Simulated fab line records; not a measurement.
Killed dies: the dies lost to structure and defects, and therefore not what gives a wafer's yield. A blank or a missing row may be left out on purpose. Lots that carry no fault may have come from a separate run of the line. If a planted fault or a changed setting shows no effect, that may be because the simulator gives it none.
Split-lot study :: flow n5_finfet :: 21 wafers read from 7 lots, route of 1938 steps

== THE SPLIT ITSELF ==
At N5_BEOL_M6_ETCH_66 (etches SOC in N2/H2, target depth 80 nm, overetch 16 nm, time 120 s), the setting bias_w was moved away from the recipe's 150 W on 10 of the 21 wafers read, by -15.5% to -5.0%. This setting was run at the recipe's value on the other wafers.

Reading taken at the split's own step.

== THE READING ==
rf_vpp_V, in V, at N5_BEOL_M6_ETCH_66 (etches SOC in N2/H2, target depth 80 nm, overetch 16 nm, time 120 s). On this fab line, fault-free wafers typically give 522.3 V with a standard deviation of 1.9 V.

wafer: L080.2
tool, chamber at the split: rie_diel-06, 2
bias_w as run, W: 150
against the recipe: recipe
rf_vpp_V, V: 522.0
against lot-mates on the recipe: -

wafer: L080.3
tool, chamber at the split: rie_diel-06, 1
bias_w as run, W: 150
against the recipe: recipe
rf_vpp_V, V: 523.1
against lot-mates on the recipe: -

wafer: L080.4
tool, chamber at the split: rie_diel-06, 3
bias_w as run, W: 140.3
against the recipe: -6.5%
rf_vpp_V, V: 498.5
against lot-mates on the recipe: -24.0

wafer: L081.1
tool, chamber at the split: rie_diel-06, 0
bias_w as run, W: 141.9
against the recipe: -5.4%
rf_vpp_V, V: 504.1
against lot-mates on the recipe: no lot-mate on the recipe

wafer: L081.4
tool, chamber at the split: rie_diel-06, 2
bias_w as run, W: 141.9
against the recipe: -5.4%
rf_vpp_V, V: 504.3
against lot-mates on the recipe: no lot-mate on the recipe

wafer: L081.5
tool, chamber at the split: rie_diel-06, 0
bias_w as run, W: 141.9
against the recipe: -5.4%
rf_vpp_V, V: 504.9
against lot-mates on the recipe: no lot-mate on the recipe

wafer: L085.1
tool, chamber at the split: rie_diel-05, 2
bias_w as run, W: 150
against the recipe: recipe
rf_vpp_V, V: 524.6
against lot-mates on the recipe: -

wafer: L085.2
tool, chamber at the split: rie_diel-05, 1
bias_w as run, W: 150
against the recipe: recipe
rf_vpp_V, V: 521.8
against lot-mates on the recipe: -

wafer: L085.5
tool, chamber at the split: rie_diel-05, 1
bias_w as run, W: 150
against the recipe: recipe
rf_vpp_V, V: 522.7
against lot-mates on the recipe: -

wafer: L086.2
tool, chamber at the split: rie_diel-05, 3
bias_w as run, W: 126.7
against the recipe: -15.5%
rf_vpp_V, V: 470.2
against lot-mates on the recipe: -52.5

wafer: L086.4
tool, chamber at the split: rie_diel-05, 2
bias_w as run, W: 126.7
against the recipe: -15.5%
rf_vpp_V, V: 471.0
against lot-mates on the recipe: -51.7

wafer: L086.6
tool, chamber at the split: rie_diel-05, 1
bias_w as run, W: 150
against the recipe: recipe
rf_vpp_V, V: 522.7
against lot-mates on the recipe: -

wafer: L089.3
tool, chamber at the split: rie_diel-02, 3
bias_w as run, W: 150
against the recipe: recipe
rf_vpp_V, V: 519.5
against lot-mates on the recipe: -

wafer: L089.4
tool, chamber at the split: rie_diel-02, 2
bias_w as run, W: 135.1
against the recipe: -9.9%
rf_vpp_V, V: 491.2
against lot-mates on the recipe: -28.3

wafer: L089.6
tool, chamber at the split: rie_diel-02, 1
bias_w as run, W: 135.1
against the recipe: -9.9%
rf_vpp_V, V: 485.5
against lot-mates on the recipe: -34.0

wafer: L088.3
tool, chamber at the split: rie_diel-05, 0
bias_w as run, W: 142.5
against the recipe: -5.0%
rf_vpp_V, V: 505.7
against lot-mates on the recipe: -16.1

wafer: L088.4
tool, chamber at the split: rie_diel-05, 0
bias_w as run, W: 150
against the recipe: recipe
rf_vpp_V, V: 521.8
against lot-mates on the recipe: -

wafer: L088.5
tool, chamber at the split: rie_diel-05, 2
bias_w as run, W: 142.5
against the recipe: -5.0%
rf_vpp_V, V: 508.8
against lot-mates on the recipe: -13.0

wafer: L097.1
tool, chamber at the split: rie_diel-06, 1
bias_w as run, W: 150
against the recipe: recipe
rf_vpp_V, V: 522.4
against lot-mates on the recipe: -

wafer: L097.3
tool, chamber at the split: rie_diel-06, 2
bias_w as run, W: 150
against the recipe: recipe
rf_vpp_V, V: 520.9
against lot-mates on the recipe: -

wafer: L097.6
tool, chamber at the split: rie_diel-06, 2
bias_w as run, W: 150
against the recipe: recipe
rf_vpp_V, V: 522.0
against lot-mates on the recipe: -

THE FIT
A straight line over all 21 wafers: rf_vpp_V changes by +3.34 V for each +1% of bias_w; r = +1.00; the points scatter about the line by 1.6 V.
The same after taking each lot's own level away (the mean of its wafers on the recipe; 18 wafers): +3.3 V for each +1%; r = +1.00; scatter 1.7 V.
On that fit, the largest move of bias_w shifts the reading by 51 V.
The span of the lots' own levels, 519.50 to 523.03 V, comes to 1.9 times the standard deviation stated above.
So the lot-to-lot level changes the slope little: the two slopes agree.
Check: -50.5 V against its lot-mates is what the line predicts for one of the wafers moved furthest among these (-15.5%) when that wafer is left out of the fit. It came out at -52.5 V against them.
Tool readings at the split's step, against how far the setting was moved: rf_vpp_V r = +1.00.

== OTHER SPLITS ON THESE WAFERS ==
Before the reading, these wafers also passed through other splits. Each is held against what the fit with the lots' levels taken away leaves over:
other split on the same wafers: N5_BEOL_M4_EXPOSE_08 dose_mj
wafers away from the commonest value: 4
r with rf_vpp_V (lot level and that fit taken away): -0.29

other split on the same wafers: N5_BEOL_M6_HM_DEP_02 target_thk_a
wafers away from the commonest value: 6
r with rf_vpp_V (lot level and that fit taken away): -0.15

other split on the same wafers: N5_BEOL_M6_EXPOSE_25 dose_mj
wafers away from the commonest value: 7
r with rf_vpp_V (lot level and that fit taken away): -0.08

== THE WHOLE CHAIN: every reading that the file lists as answering this split, in the file's order ==
step: N5_BEOL_M6_ETCH_66
what it does: etches SOC in N2/H2, target depth 80 nm, overetch 16 nm, time 120 s
reading: rf_vpp_V
change (the file's fit): +3.31 V for each +1% of the setting
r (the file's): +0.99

step: N5_BEOL_M6_ETCH_66
what it does: etches SOC in N2/H2, target depth 80 nm, overetch 16 nm, time 120 s
reading: SiARC_of_BEOL_M6_COAT_64.thk_nm (the simulator's own value, which no gauge read)
change (the file's fit): -0.0742 nm for each +1% of the setting
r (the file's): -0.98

== THE FILE'S OWN FIT ==
rf_vpp_V changes by +3.31 V for each +1% of bias_w, r = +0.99.
